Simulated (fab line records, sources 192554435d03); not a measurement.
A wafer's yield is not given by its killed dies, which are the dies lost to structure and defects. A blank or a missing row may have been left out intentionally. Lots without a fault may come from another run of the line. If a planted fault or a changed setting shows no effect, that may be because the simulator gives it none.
fab line records	flow n5_finfet
record: lots: 7	wafers: 39
route steps=1938 shown BEOL_M15@1773
start_h: hours from the record's first day to the start of the lot's first wafer shown	wait_h: hours elapsed since this lot's preceding step	" unchanged from the row above	L1.1+2: one row covering several wafers at once	- either no value or no given start	* or withheld: withheld	< > ~ a bound
route shown NAME@n: NAME is a module with steps in the file, n the number in the route of the first one	usual: average and standard deviation across the fault-free wafers	same: alike in all rows	chamber/n: place in a boat	sites: each site's reading	_std_site: how widely they spread, as a standard deviation	_edge_site: mean of outer sites minus mean of inner sites	radius_mm: how far each site lies from the wafer's centre	mask NAME#n: copy n	behind: the tool/chamber that last shaped the wafer	hold: reason for holding the lot/hours on hold/outcome of the hold	device: the n, p or np transistor that did not switch	end of line: the tests these same wafers got at the end of their route	for a step that has no rows: nothing shown but its recipe	killed: not the wafer's yield, but the dies lost to structure and defects at the first sort	map: a wafer's dies, marking killed ones x, the rest . and places with no die _
set.NAME: the setting that was run; set.NAME@STEP: the one run at that earlier step	model.NAME: the simulator's own value behind a step, which no gauge read
lots run with intentionally changed settings; tables by step, rows by wafer
== steps ==
step: N5_BEOL_M15_ILD_DEP_00
recipe: material: SiO2	target_thk_a: 16293	temp_c: 400	precursor: TEOS/O2	pressure_torr: 6.5	rf_w: 900	teos_flow_sccm: 161.4	gas: O2	flow_sccm: 2650	time_s: 346.1
lot.wafer	tool	chamber	start_h	wait_h	set.target_thk_a	model.SiO2_of_BEOL_M15_ILD_DEP_00.thk_nm
L079.1	pecvd-04	2	297.02	0.0	16293	1639
L079.5	"	1	"	"	16293	1630
L079.6	"	0	"	"	16293	1669
L081.1	pecvd-02	0	322.98	0.0	16293	1621
L081.2	"	2	"	"	22720	2247
L081.3	"	1	"	"	22720	2249
L081.4	"	1	"	"	22720	2291
L081.5	"	2	"	"	16293	1642
L081.6	"	0	"	"	16293	1666
L084.1	pecvd-02	1	335.84	0.0	16293	1601
L084.2	"	0	"	"	11030	1113
L084.3	"	2	"	"	11030	1087
L084.4	"	1	"	"	16293	1626
L084.5	"	0	"	"	16293	1659
L084.6	"	2	"	"	11030	1093
L082.1	pecvd-04	0	336.23	0.0	16293	1654
L082.2+4	"	1,2	"	"	21120	2110
L082.3	"	2	"	"	16293	1606
L082.5	"	0	"	"	16293	1656
L082.6	"	1	"	"	21120	2166
L087.1	pecvd-02	0	353.29	0.0	16293	1643
L087.2	"	1	"	"	16293	1623
L087.3	"	2	"	"	24770	2466
L087.4	"	0	"	"	24770	2514
L087.5	"	1	"	"	16293	1648
L087.6	"	2	"	"	24770	2491
L091.1	pecvd-02	2	374.13	0.0	25460	2511
L091.2	"	0	"	"	25460	2555
L091.3	"	1	"	"	16293	1634
L091.4	"	0	"	"	25460	2572
L091.5	"	1	"	"	16293	1657
L091.6	"	2	"	"	16293	1636
L096.1	pecvd-02	2	410.47	0.0	16293	1598
L096.2	"	0	"	"	24980	2482
L096.3	"	1	"	"	16293	1616
L096.4	"	1	"	"	16293	1643
L096.5	"	2	"	"	24980	2505
L096.6	"	0	"	"	24980	2511
step: N5_BEOL_M15_THK_MEAS_01
recipe: reads: SiO2_of_BEOL_M15_ILD_DEP_00
usual: M15_ILD_THK: 1630/21
lot.wafer	tool	chamber	start_h	wait_h	set.target_thk_a@BEOL_M15_ILD_DEP_00	M15_ILD_THK[nm]
L079.1	film_metro-01	-	297.27	0.1	16293	1639
L079.5	"	-	"	"	16293	1630
L079.6	"	-	"	"	16293	1669
L081.1	film_metro-02	-	323.22	0.1	16293	1621
L081.2	"	-	"	"	22720	2247
L081.3	"	-	"	"	22720	2249
L081.4	"	-	"	"	22720	2292
L081.5	"	-	"	"	16293	1642
L081.6	"	-	"	"	16293	1667
L084.1	film_metro-01	-	336.09	0.1	16293	1601
L084.2	"	-	"	"	11030	1113
L084.3	"	-	"	"	11030	1086
L084.4	"	-	"	"	16293	1627
L084.5	"	-	"	"	16293	1659
L084.6	"	-	"	"	11030	1094
L082.1	film_metro-02	-	336.48	0.1	16293	1653
L082.2	"	-	"	"	21120	2109
L082.3	"	-	"	"	16293	1607
L082.4	"	-	"	"	21120	2110
L082.5	"	-	"	"	16293	1656
L082.6	"	-	"	"	21120	2163
L087.1	film_metro-02	-	353.54	0.1	16293	1643
L087.2	"	-	"	"	16293	1622
L087.3	"	-	"	"	24770	2467
L087.4	"	-	"	"	24770	2513
L087.5	"	-	"	"	16293	1649
L087.6	"	-	"	"	24770	2491
L091.1	film_metro-01	-	374.38	0.1	25460	2511
L091.2	"	-	"	"	25460	2555
L091.3	"	-	"	"	16293	1634
L091.4	"	-	"	"	25460	2573
L091.5	"	-	"	"	16293	1657
L091.6	"	-	"	"	16293	1634
L096.1	film_metro-02	-	410.72	0.1	16293	1599
L096.2	"	-	"	"	24980	2483
L096.3	"	-	"	"	16293	1614
L096.4	"	-	"	"	16293	1643
L096.5	"	-	"	"	24980	2505
L096.6	"	-	"	"	24980	2511
step: N5_BEOL_M15_COAT_58
recipe: resist: BARC	temp_c: 205	time_s: 60	spin_rpm: 1500	resist_thk_nm: 89
step: N5_BEOL_M15_COAT_04
recipe: spin_rpm: 1704	resist_thk_nm: 800
step: N5_BEOL_M15_DESCUM_15
recipe: chemistry: O2	time_s: 7.9	source_power_w: 50	bias_power_w: 20	pressure_mtorr: 20	rf_frequency_hz: 2.712e+07	temp_c: 40	o2_flow_sccm: 225
step: N5_BEOL_M15_ETCH_59
recipe: chemistry: N2/H2	target: BARC	target_depth_a: 890	overetch_a: 267	time_s: 67.9	ion_energy_ev: 200	pressure_mtorr: 30	source_w: 840	bias_w: 150	n2_flow_sccm: 200	h2_flow_sccm: 200
step: N5_BEOL_M15_VIA_ETCH_16
recipe: chemistry: C4F8/O2/Ar	target: SiO2	he_inner_torr: 15	he_outer_torr: 30	target_depth_a: 17922	time_s: withheld	ion_energy_ev: 800	pressure_mtorr: 20	source_w: 1905	bias_w: 2040	Ar_flow_sccm: 400	C4F8_flow_sccm: 16	O2_flow_sccm: 12	ends: cleared
lot.wafer	tool	chamber	start_h	wait_h	set.target_thk_a@BEOL_M15_ILD_DEP_00	model.etch.depth_nm	model.coat_of_BEOL_M15_COAT_04.thk_nm
L079.1	rie_diel-02	3	297.88	0.0	16293	1639	334.2
L079.5	"	3	"	"	16293	1630	336.8
L079.6	"	0	"	"	16293	1669	322
L081.1	rie_diel-02	0	323.83	0.0	16293	1621	333
L081.2	"	2	"	"	22720	2247	190.4
L081.3	"	3	"	"	22720	2249	190.8
L081.4	"	1	"	"	22720	2291	184.8
L081.5	"	0	"	"	16293	1642	327.2
L081.6	"	1	"	"	16293	1666	324.6
L084.1	rie_diel-02	3	336.57	0.0	16293	1601	340.8
L084.2	"	0	"	"	11030	1113	453.8
L084.3	"	1	"	"	11030	1087	464
L084.4	"	2	"	"	16293	1626	333
L084.5	"	0	"	"	16293	1659	320.4
L084.6	"	3	"	"	11030	1093	460.6
L082.1	rie_diel-05	1	337.49	0.0	16293	1654	323.4
L082.2	"	3	"	"	21120	2110	222.6
L082.3	"	2	"	"	16293	1606	342.4
L082.4	"	0	"	"	21120	2110	226.6
L082.5	"	0	"	"	16293	1656	330.8
L082.6	"	3	"	"	21120	2166	207.8
L087.1	rie_diel-05	0	354.44	0.0	16293	1643	335.6
L087.2	"	2	"	"	16293	1623	337.6
L087.3	"	3	"	"	24770	2466	135.2
L087.4	"	1	"	"	24770	2514	117
L087.5	"	0	"	"	16293	1648	331.6
L087.6	"	1	"	"	24770	2491	124.2
L091.1	rie_diel-02	3	374.86	0.0	25460	2511	127
L091.2	"	2	"	"	25460	2555	113.2
L091.3	"	1	"	"	16293	1634	332.4
L091.4	"	3	"	"	25460	2572	112.8
L091.5	"	1	"	"	16293	1657	330.6
L091.6	"	2	"	"	16293	1636	331.6
L096.1	rie_diel-05	1	411.38	0.0	16293	1598	331
L096.2	"	0	"	"	24980	2482	133.2
L096.3	"	3	"	"	16293	1616	333.6
L096.4	"	2	"	"	16293	1643	326.8
L096.5	"	0	"	"	24980	2505	130.8
L096.6	"	3	"	"	24980	2511	123.4
step: N5_BEOL_M15_STRIP_63
recipe: chemistry: O2	power_w: 600	temp_c: 60	pressure_mtorr: 30	rf_frequency_hz: 6e+07	bias_power_w: 0	overash_fraction: 0.3	o2_flow_sccm: 225
step: N5_BEOL_M15_STRIP_64
recipe: chemistry: O2	power_w: 600	temp_c: 60	pressure_mtorr: 30	rf_frequency_hz: 6e+07	bias_power_w: 0	overash_fraction: 0.3	o2_flow_sccm: 225
step: N5_BEOL_M15_STRIP_65
recipe: chemistry: post_etch_residue_remover	time_s: 60	temp_c: 25	remover_ph: withheld	remover_water_wt_pct: withheld	remover_fluoride_wt_pct: withheld
step: N5_BEOL_M15_SRD_66
recipe: time_s: 30	temp_c: 23	rinse_liquid: diw	dry: n2_spin	spin_rpm: 1500	dry_time_s: 30
step: N5_BEOL_M15_CD_MEAS_17
recipe: target_cd_nm: 360	polarity: opening
usual: cd_nm: 360.1/1.9
lot.wafer	tool	chamber	start_h	wait_h	set.target_thk_a@BEOL_M15_ILD_DEP_00	cd_nm
L079.1	cd_sem-02	-	298.29	0.0	16293	358.1
L079.5	"	-	"	"	16293	357.6
L079.6	"	-	"	"	16293	357.5
L081.1	cd_sem-03	-	324.24	0.0	16293	360.7
L081.2	"	-	"	"	22720	367.4
L081.3	"	-	"	"	22720	365.0
L081.4	"	-	"	"	22720	365.0
L081.5	"	-	"	"	16293	361.6
L081.6	"	-	"	"	16293	360.1
L084.1	cd_sem-02	-	336.98	0.0	16293	358.0
L084.2	"	-	"	"	11030	355.9
L084.3	"	-	"	"	11030	354.2
L084.4	"	-	"	"	16293	359.5
L084.5	"	-	"	"	16293	358.3
L084.6	"	-	"	"	11030	356.3
L082.1	cd_sem-01	-	337.94	0.0	16293	359.6
L082.2	"	-	"	"	21120	365.6
L082.3	"	-	"	"	16293	358.1
L082.4	"	-	"	"	21120	362.3
L082.5	"	-	"	"	16293	356.0
L082.6	"	-	"	"	21120	364.4
L087.1	cd_sem-02	-	354.85	0.0	16293	361.4
L087.2	"	-	"	"	16293	358.6
L087.3	"	-	"	"	24770	372.2
L087.4	"	-	"	"	24770	369.9
L087.5	"	-	"	"	16293	357.3
L087.6	"	-	"	"	24770	370.0
L091.1	cd_sem-03	-	375.27	0.0	25460	369.1
L091.2	"	-	"	"	25460	368.4
L091.3	"	-	"	"	16293	357.9
L091.4	"	-	"	"	25460	367.0
L091.5	"	-	"	"	16293	359.1
L091.6	"	-	"	"	16293	357.0
L096.1	cd_sem-01	-	411.79	0.0	16293	361.2
L096.2	"	-	"	"	24980	368.5
L096.3	"	-	"	"	16293	357.9
L096.4	"	-	"	"	16293	359.1
L096.5	"	-	"	"	24980	363.9
L096.6	"	-	"	"	24980	366.8
== key ==
split: step: N5_BEOL_M15_ILD_DEP_00	setting: target_thk_a	stated: 16293	by: wafer
response: step: N5_BEOL_M15_ILD_DEP_00	reading: model.SiO2_of_BEOL_M15_ILD_DEP_00.thk_nm	change: +16.3	per: 1%	r: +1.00
response: step: N5_BEOL_M15_THK_MEAS_01	reading: M15_ILD_THK	change: +16.3	per: 1%	r: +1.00
response: step: N5_BEOL_M15_VIA_ETCH_16	reading: model.etch.depth_nm	change: +16.3	per: 1%	r: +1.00
response: step: N5_BEOL_M15_VIA_ETCH_16	reading: model.coat_of_BEOL_M15_COAT_04.thk_nm	change: -3.83	per: 1%	r: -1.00
response: step: N5_BEOL_M15_CD_MEAS_17	reading: cd_nm	change: +0.167	per: 1%	r: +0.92
